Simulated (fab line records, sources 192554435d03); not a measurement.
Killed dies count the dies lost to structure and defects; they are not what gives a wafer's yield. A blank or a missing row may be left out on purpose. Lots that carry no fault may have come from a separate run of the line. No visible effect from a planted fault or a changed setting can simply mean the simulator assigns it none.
The same fault as seen by 2 desks / flow n5_finfet / what lay behind the numbers comes last; until then each desk has only its own

== TOOL OWNER'S DESK, rie_si-05 ==
The tool's own readings at N5_DUMMY_GATE_TRIM_49 (chemistry O2, time 29 s, target cd 14 nm): means of the sampled wafers that have a number, for each lot that ran on this tool. The brackets show how far a lot's mean lies from the usual mean; more than 4 standard deviations puts the lot out of limits, marked OUT.
Columns: A = drypump_motor_current_A at N5_DUMMY_GATE_TRIM_49, usual 5.8 A; B = oes_product_au at N5_DUMMY_GATE_TRIM_49, usual 1.006 a.u.; C = throttle_valve_pct at N5_DUMMY_GATE_TRIM_49, usual 8.13 %
lot=L761; first seen here=day 3 19:29; A=6.1; B=1.003; C=7.97
lot=L763; first seen here=day 4 09:48; A=6.0; B=0.998; C=8.19
lot=L773; first seen here=day 6 15:19; A=6.2; B=1.135 (+5.9) OUT; C=8.04
lot=L775; first seen here=day 7 03:47; A=5.8; B=1.240 (+11) OUT; C=8.16
This desk's verdict: out of limits on L773, L775, starting with L773 at day 6 15:19 (oes_product_au at N5_DUMMY_GATE_TRIM_49). L761, L763: within limits.

== METROLOGY DESK ==
What the gauges read, lot by lot, whatever tool the lot ran on: means of the sampled wafers that have a number. The brackets show how far a lot's mean lies from the usual mean; more than 4 standard deviations puts the lot out of limits, marked OUT. Shown are 7 of the 12 readings it has, namely the first that went out of limits plus those furthest out on some lot.
Columns: A = cd_nm at N5_DUMMY_GATE_CD_MEAS_50, usual 13.8 nm; B = cd_nm at N5_DUMMY_GATE_CD_MEAS_24, usual 14.8 nm; C = IOFF_N at N5_BEOL_M4_RC_MEAS_101, usual 0.18 nA/um; D = IOFF_P at N5_BEOL_M4_RC_MEAS_101, usual 0.25 nA/um; E = ION_N at N5_BEOL_M4_RC_MEAS_101, usual 678 uA/um; F = SS_P at N5_BEOL_M4_RC_MEAS_101, usual 73.7 mV/dec; G = VT_P at N5_BEOL_M4_RC_MEAS_101, usual -248 mV
lot=L758; first seen here=day 2 23:40; A=13.9; B=15.0; C=0.12; D=0.18; E=652; F=71.8; G=-250
lot=L761; first seen here=day 3 19:38; A=14.2; B=15.1; C=0.18; D=0.27; E=691; F=74.1; G=-244
lot=L763; first seen here=day 4 09:57; A=14.0; B=15.2; C=0.13; D=0.21; E=665; F=72.8; G=-248
lot=L773; first seen here=day 6 15:28; A=11.8; B=12.8; C=0.21; D=0.28; E=682; F=74.3; G=-246
lot=L775; first seen here=day 7 03:56; A=10.4 (-6.4) OUT; B=11.3 (-6.3) OUT; C=0.30; D=0.40; E=712; F=75.5; G=-240
lot=L778; first seen here=day 8 03:19; A=14.1; B=14.8; C=0.14; D=0.20; E=665; F=73.4; G=-252
lot=L780; first seen here=day 8 11:19; A=14.0; B=14.8; C=0.20; D=0.27; E=693; F=74.4; G=-246
lot=L781; first seen here=day 8 17:23; A=13.2; B=14.2; C=0.24; D=0.30; E=686; F=74.6; G=-245
This desk's verdict: out of limits on L775, starting with L775 at day 7 03:56 (cd_nm at N5_DUMMY_GATE_CD_MEAS_50). L758, L761, L763, L773, L778, L780, L781: within limits.

== PUT TOGETHER ==
The tool owner's desk had the chance to raise an alarm at day 6 15:19 on L773, L775.
At day 7 03:56 the metrology desk could have sounded an alarm, on L775.
The metrology desk holds a record of L773, inside its limits.
Every lot named ran N5_DUMMY_GATE_TRIM_49 on rie_si-05.

== WHAT WAS PUT IN BY THE SIMULATOR ==
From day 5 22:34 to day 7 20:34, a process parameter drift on rie_si-05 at N5_DUMMY_GATE_TRIM_49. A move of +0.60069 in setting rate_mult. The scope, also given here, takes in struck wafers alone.
Struck lots among those shown: L773, L775.
Fault start to first reading out of limits, in hours, per desk: tool owner, 17; metrology, 29.
